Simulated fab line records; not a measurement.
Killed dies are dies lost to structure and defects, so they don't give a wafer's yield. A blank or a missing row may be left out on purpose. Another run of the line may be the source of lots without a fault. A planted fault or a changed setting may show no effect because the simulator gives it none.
3 desks looking at one fault	flow n5_finfet	numbers are kept per desk, each desk with only its own; the story behind them comes last

THE DEFECT DESK
For each lot, the counts of the inspections along the route, averaged over the sampled wafers that have a number. If a lot's mean is further than 4 standard deviations from the usual mean, the lot is out of limits and carries the mark OUT (the distance appears in the brackets).
Columns: A = raw_defect_count at N5_FIN_CUT_INSPECT_10, usual 41
lot	first seen here	A
L739	day 2 09:47	39
L745	day 3 21:08	42
L753	day 5 20:59	47
L754	day 6 08:31	34
L755	day 6 22:47	32
L756	day 6 22:58	32
This desk's verdict: no lot among the 6 shows anything out of limits.

DESK OF THE TOOL OWNER: rie_si-05
The tool's own readings at N5_FIN_CUT_CUT_ETCH_15 (etches Si in HBr/Cl2/O2, target depth 100 nm, bt time 10 s, time 42.4 s): means of the sampled wafers that have a number, for each lot that ran on this tool. If a lot's mean is further than 4 standard deviations from the usual mean, the lot is out of limits and carries the mark OUT (the distance appears in the brackets).
Columns: A = chamber_pressure_mTorr at N5_FIN_CUT_CUT_ETCH_15, usual 10.000 mTorr; B = drypump_motor_current_A at N5_FIN_CUT_CUT_ETCH_15, usual 5.7 A; C = oes_product_au at N5_FIN_CUT_CUT_ETCH_15, usual 0.999 a.u.; D = throttle_valve_pct at N5_FIN_CUT_CUT_ETCH_15, usual 37.25 %
lot	first seen here	A	B	C	D
L745	day 3 21:48	9.998	5.2	0.985	37.44
L753	day 5 21:38	9.998	5.5	1.030	37.29
L754	day 6 09:11	10.008	5.2	1.039	37.02
This desk's verdict: no lot among the 3 shows anything out of limits.

METROLOGY DESK
What the gauges read, lot by lot, whatever tool the lot ran on: means of the sampled wafers that have a number. If a lot's mean is further than 4 standard deviations from the usual mean, the lot is out of limits and carries the mark OUT (the distance appears in the brackets).
Columns: A = FIN_CUT_OVL at N5_FIN_CUT_OVL_MEAS_09, usual -0.2 nm
lot	first seen here	A
L739	day 2 09:44	-1.1
L745	day 3 21:05	0.6
L753	day 5 20:56	-0.2
L754	day 6 08:28	-0.8
L755	day 6 22:44	-0.0
L756	day 6 22:55	-0.1
This desk's verdict: no lot among the 6 shows anything out of limits.

PUT TOGETHER
No out-of-limits result turned up at the defect desk.
The tool owner's desk saw nothing out of limits.
At the metrology desk, nothing out of limits was observed.

WHAT THE SIMULATOR PUT IN
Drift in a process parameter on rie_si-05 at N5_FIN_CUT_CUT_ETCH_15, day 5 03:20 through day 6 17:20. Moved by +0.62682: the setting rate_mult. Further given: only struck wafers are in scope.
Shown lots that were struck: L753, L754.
